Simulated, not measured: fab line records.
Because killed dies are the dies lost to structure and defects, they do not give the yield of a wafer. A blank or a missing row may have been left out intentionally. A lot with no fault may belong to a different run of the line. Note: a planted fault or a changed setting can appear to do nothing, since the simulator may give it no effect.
Chamber matching | flow n5-finfet | N5_BEOL_M0_SAQP_ALD_48 on ald-sin-03: 4 sister chambers
The step deposits SiO2, target thk 20 nm, pulse time 1 s, co reactant pulse time 1 s. 14 wafers are shown with their chamber, then 7 later ones without.

EACH WAFER AND ITS CHAMBER
wafer  | chamber | heater-power-w (W) | precursor-pulse-height-rel
L079.2 | 3       | 94                 | 0.995
L079.3 | 0       | 77                 | 1.029
L079.5 | 3       | 92                 | 1.006
L082.1 | 0       | 78                 | 0.974
L082.3 | 3       | 97                 | 0.995
L082.6 | 3       | 94                 | 0.983
L090.1 | 0       | 74                 | 1.002
L090.4 | 3       | 96                 | 0.994
L090.6 | 3       | 96                 | 0.977
L092.1 | 1       | 74                 | 1.020
L092.2 | 0       | 73                 | 1.033
L092.4 | 3       | 97                 | 1.014
L093.1 | 2       | 64                 | 1.018
L093.4 | 1       | 74                 | 1.009

SIGNATURES (averages over the wafers above)
reading                    | chamber 0 | chamber 1 | chamber 2 | chamber 3 | scatter within a chamber
heater-power-w             | 75.50     | 74.00     | 64.00     | 95.14     | 1.95
precursor-pulse-height-rel | 1.00950   | 1.01450   | 1.01800   | 0.99486   | 0.0181
Rule: a wafer's distance from a chamber is the root of the sum, over the readings, of the square of ((its reading less the chamber's mean) divided by the reading's scatter). If the next closest chamber is less than 2 further off than the closest, the wafer can't be placed; otherwise it belongs to the closest. The scatter is the square root of a quotient: the sum, over the shown wafers, of each reading's squared deviation from its chamber's mean, divided by wafers minus chambers.

WAFERS WHOSE CHAMBER IS MISSING
wafer  | heater-power-w (W) | precursor-pulse-height-rel
L093.5 | 74                 | 0.970
L094.4 | 65                 | 0.982
L094.5 | 95                 | 1.029
L094.6 | 66                 | 1.017
L097.1 | 74                 | 0.989
L097.2 | 94                 | 1.015
L097.6 | 95                 | 1.038

WHICH CHAMBER EACH WENT THROUGH
wafer  | from the rows above     | in truth
L093.5 | can't be placed: 0 or 1 | 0
L094.4 | 2                       | 2
L094.5 | 3                       | 3
L094.6 | 2                       | 2
L097.1 | can't be placed: 0 or 1 | 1
L097.2 | 3                       | 3
L097.6 | 3                       | 3
Correctly placed: 5 of 7. Can't be placed from these rows: 2 (the true chamber is among the candidates in 2). Number placed wrongly: 0.
